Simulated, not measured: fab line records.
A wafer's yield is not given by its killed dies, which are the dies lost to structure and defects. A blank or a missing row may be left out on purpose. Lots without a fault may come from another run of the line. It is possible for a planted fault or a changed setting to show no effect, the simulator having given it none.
Problem report in the 8D (eight disciplines) form, filled by code / flow nandHarc / the parts of the form that need people (team, actions taken, sign-off) are left out

== 1. THE PROBLEM ==
Wafers without a fault read 200.1 nm, standard deviation 0.49; cdNm at NHARC_A_CONTACT_CD_MEAS_42 reads a mean of 191.0 nm on 12 wafers belonging to 4 lots. That puts it -19 standard deviations away from the usual mean.
The step: target cd 200 nm.
Seen first at day 19 10:25 on cdSem-02, wafer L776.3. At this step, 33 wafers from 11 lots have a number in the record. The rule behind "out" and "out of limits": a value lying over 4 standard deviations away from the usual mean. Any other wafer with a number is counted as sound.

== 2. WHAT IT IS, WHAT IT ISN'T ==
question=which readings at this step | is=cdNm | is not=-
question=which lots | is=L776, L777, L778, L779 | is not=L763, L769, L770, L775, L781, L782, L785
question=which wafers of those lots | is=all that have a number | is not=-
question=read on which gauges | is=cdSem-01, cdSem-02 | is not=cdSem-03
question=when | is=from day 19 10:25 | is not=up to then (9 sound wafers); but 12 sound wafers of L775, L781, L782, L785 came after

== 3. WHAT RULES OUT EACH SUSPECT ==
Counting: any tool at a process step up to the reading is kept as a suspect provided that every lot that is out went through it and no sound lot did after the first of them.
- the gauge at NHARC_A_CONTACT_CD_MEAS_42 is ruled out. 2 gauges (cdSem-01, cdSem-02) read the wafers that are out.
- arfiScanner-03 at NHARC_A_CONTACT_EXPOSE_39 (exposes mask A CC 3): kept. All lots that are out passed through it, beginning with L776 at day 19 10:17, and no sound lot followed; its final sound lot before that point was L770 at day 18 03:58. Its own exposureDoseMJCm2 readings are out on those wafers.
Remaining after the count: arfiScanner-03 at NHARC_A_CONTACT_EXPOSE_39.

== 4. THE CAUSE (what the simulator had put in) ==
Process parameters drifting: arfiScanner-03 at NHARC_A_CONTACT_EXPOSE_39, beginning at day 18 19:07. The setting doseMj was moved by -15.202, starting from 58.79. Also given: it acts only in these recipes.
Counting left only this tool.

== 5. THE EFFECT CHAIN, in route order ==
One row per reading whose mean, taken over the struck wafers that have a number, lies over 3 standard deviations from the usual. Only readings whose record carries a usual standard deviation are examined. hours: median over the lots of the time between each lot's start at the first step of this table that gives one and its start at this step. sigmas: the change, counted in usual standard deviations.
hours=0; step=NHARC_A_CONTACT_EXPOSE_39; reading=exposureDoseMJCm2; usual=59.2; on struck wafers=47.1; change=-12.1; sigmas=-22
hours=0; step=NHARC_A_CONTACT_CD_MEAS_42; reading=cdNm; usual=200.1 nm; on struck wafers=191.0; change=-9.1; sigmas=-19
Here are the process steps it includes:
- NHARC_A_CONTACT_EXPOSE_39: exposes mask A CC 3.
At these later measuring or inspecting steps, every struck wafer for which the step has a row has a number for every such reading, and none has moved that far: NHARC_END_SORT_01.

== 6. WHAT WOULD HAVE CAUGHT IT SOONER ==
15 hours passed between the start of the fault at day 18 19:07 and the first reading out of limits at a measuring or inspecting step in this record, taken at day 19 10:25.
Tool's own readings at NHARC_A_CONTACT_EXPOSE_39, exposureDoseMJCm2: out on all struck wafers the step has rows for; an alarm limit on them would have tripped on the first.
Among the 4 lots that are out, L777, L778, L779 began NHARC_A_CONTACT_EXPOSE_39 on arfiScanner-03 after day 19 10:25. A hold on the tool at that time would have spared those 3.
